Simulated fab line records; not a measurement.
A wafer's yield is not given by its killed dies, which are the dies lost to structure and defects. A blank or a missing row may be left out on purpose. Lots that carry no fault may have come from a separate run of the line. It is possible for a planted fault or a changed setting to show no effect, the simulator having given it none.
Problem report, 8D (eight disciplines) form, completed by code ; flow n5_finfet ; the parts of the form that need people (team, actions taken, sign-off) are left out

1. PROBLEM STATEMENT
Wafers free of any fault read 0.151 nA/um (standard deviation 0.022) for IOFF_N at N5_BEOL_M4_RC_MEAS_101, against a mean of 3.284 nA/um on 3 wafers of 2 lots. So: +99 or more standard deviations from the usual mean.
Earliest sighting: wafer L551.4 on prober-02 at day 10 19:15. The record holds 27 wafers of 9 lots with a number at this step. Rule for "out", or "out of limits": more than 4 standard deviations from the usual mean. The other wafers with a number count as sound.

2. WHAT THIS IS AND IS NOT
question;is;is not
which readings at this step;IOFF_N, CJ_N, DIBL_N, IOFF_N_85C, SS_N;DIBL_P, IOFF_P, ION_P, SS_P, VT_P
which lots;L551, L552;L541, L542, L545, L553, L557, L559, L560
which wafers of those lots;L551.4, L552.2, L552.3;L551.1, L551.6, L552.6
read on which gauges;prober-02;prober-01
when;from day 10 19:15;"up to then (11 sound wafers); but 13 sound wafers of L552, L553, L557, L559, L560 came after"

3. WHAT RULES OUT EACH SUSPECT
Counting: any tool at a process step up to the reading remains a suspect provided it ran every lot that is out. Sound lots after the first of them don't rule it out here, since some wafers of a struck lot are sound.
- the gauge at N5_BEOL_M4_RC_MEAS_101: kept. All the wafers that are out were read on prober-02, and no step on other tools shows them out.
- rie_si-06 at N5_SD_EPI_N_SD_RECESS_17 (chemistry HBr/Cl2/O2, target depth 41 nm, time 23.7 s, bt time 3 s): kept. Every lot that is out went through it, the first being L551 (day 5 18:24); the last sound lot it ran before that was L545 (day 4 04:30).
- cmp-01 at N5_BEOL_M4_CMP_52 (polishes, stops on SiOC, t overpolish 6.8 s, target thk 40 nm): kept. Every lot that is out went through it, the first being L551 (day 10 18:38); the last sound lot it ran before that was L545 (day 9 09:04).
- pecvd-01 at N5_BEOL_M4_DEP_57 (deposits SiCN from 3MS/NH3, target thk 8 nm, time 14 s): kept. Every lot that is out went through it, the first being L551 (day 10 19:08); the last sound lot it ran before that was L545 (day 9 09:34).
Left after counting: rie_si-06 at N5_SD_EPI_N_SD_RECESS_17, cmp-01 at N5_BEOL_M4_CMP_52, pecvd-01 at N5_BEOL_M4_DEP_57, prober-02 at N5_BEOL_M4_RC_MEAS_101.

4. THE CAUSE (what the simulator had put in)
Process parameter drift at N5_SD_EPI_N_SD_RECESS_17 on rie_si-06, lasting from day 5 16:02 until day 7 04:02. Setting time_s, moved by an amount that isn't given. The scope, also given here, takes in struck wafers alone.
4 suspects survive the count, and this tool is in that group.

5. THE EFFECT CHAIN, in route order
Rows list readings where the struck wafers' mean (over those with a number) sits beyond 3 standard deviations from the usual. Only readings for which the record gives a usual standard deviation are gone through. hours: the time from each lot's start at the first step in this table that gives one to its start at this step, as a median over the lots. sigmas: the change in usual standard deviations.
hours;step;reading;usual;on struck wafers;change;sigmas
0;N5_BEOL_M4_RC_MEAS_101;CJ_N;4.33;4.95;+0.62;+6.9
0;N5_BEOL_M4_RC_MEAS_101;DIBL_N;35.8 mV/V;54.1;+18.3;+12
0;N5_BEOL_M4_RC_MEAS_101;IOFF_N;0.151 nA/um;3.284;+3.133;+99 or more
0;N5_BEOL_M4_RC_MEAS_101;IOFF_N_85C;3.0 nA/um;38.2;+35.2;+99 or more
0;N5_BEOL_M4_RC_MEAS_101;IOFF_N_LIN;0.071 nA/um;0.122;+0.051;+6.2
0;N5_BEOL_M4_RC_MEAS_101;ION_N;673 uA/um;700;+27;+3.2
0;N5_BEOL_M4_RC_MEAS_101;SS_N;71.4 mV/dec;104.3;+32.9;+61
101;N5_PASSIVATION_PROBE_49;sort_n_pass;1077;0;-1077;-67
101;N5_PASSIVATION_PROBE_49;sort_yield_pct;91.3 %;0.0;-91.3;-65
It contains these process steps:
- N5_PASSIVATION_PROBE_49

6. HOW IT WOULD HAVE BEEN CAUGHT EARLIER
Counted from the fault's start at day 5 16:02, it took 123 hours until the first out-of-limits reading at a measuring or inspecting step in this record, taken at day 10 19:15.
Of the tool readings at N5_SD_EPI_N_SD_RECESS_17 for which the record gives a usual standard deviation, none was out on any struck wafer, so an alarm limit of 4 standard deviations on them would not have fired.
All the lots that are out (2) had begun N5_SD_EPI_N_SD_RECESS_17 on rie_si-06 by day 10 19:15. Had the tool been put on hold then, not one of them would have been saved.
